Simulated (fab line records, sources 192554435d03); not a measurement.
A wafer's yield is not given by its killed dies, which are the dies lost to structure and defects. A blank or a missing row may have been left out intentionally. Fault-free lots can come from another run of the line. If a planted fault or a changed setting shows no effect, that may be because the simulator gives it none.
Chamber matching ; flow n5Finfet ; 4 sister chambers for N5_HKMG_FIN_ETCH_54 on rieDiel-03
The step etches SiARC in CF4, target depth 45.5 nm, time 75.8 s. 4 wafers are shown with their chamber, then 9 later ones without.

## WAFERS, EACH WITH ITS CHAMBER
wafer;chamber;drypumpMotorCurrentA (A)
L084.2;3;5.9
L086.1;2;5.5
L088.5;1;6.4
L088.6;0;6.2

## WAFERS WITHOUT THEIR CHAMBER
wafer;drypumpMotorCurrentA (A)
L092.1;5.9
L092.2;6.3
L092.3;5.4
L092.4;6.3
L092.5;6.3
L092.6;6.3
L097.1;5.9
L097.3;5.9
L097.5;6.3

## CHAMBER TAKEN BY EACH
wafer;from the rows above;in truth
L092.1;3;3
L092.2;can't be placed: 0 or 1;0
L092.3;2;2
L092.4;can't be placed: 0 or 1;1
L092.5;can't be placed: 0 or 1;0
L092.6;can't be placed: 0 or 1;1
L097.1;3;3
L097.3;3;3
L097.5;can't be placed: 0 or 1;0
Placed correctly: 4 of 9. Can't be placed from these rows: 5 (the true chamber is among the candidates in 5). Wrongly placed: 0.
How it was worked out, from the rows above alone: a wafer's distance from a chamber is the root of the sum, over the readings, of the square of ((its reading less the chamber's mean) divided by the reading's scatter). The wafer belongs to the nearest chamber; if the next one is less than 2 further off, it can't be placed. For every chamber, the mean is computed from those of its wafers that are shown. The scatter (one wafer shown for each chamber): square how far every hidden wafer sits from the nearest shown wafer, average those squares and take the square root.
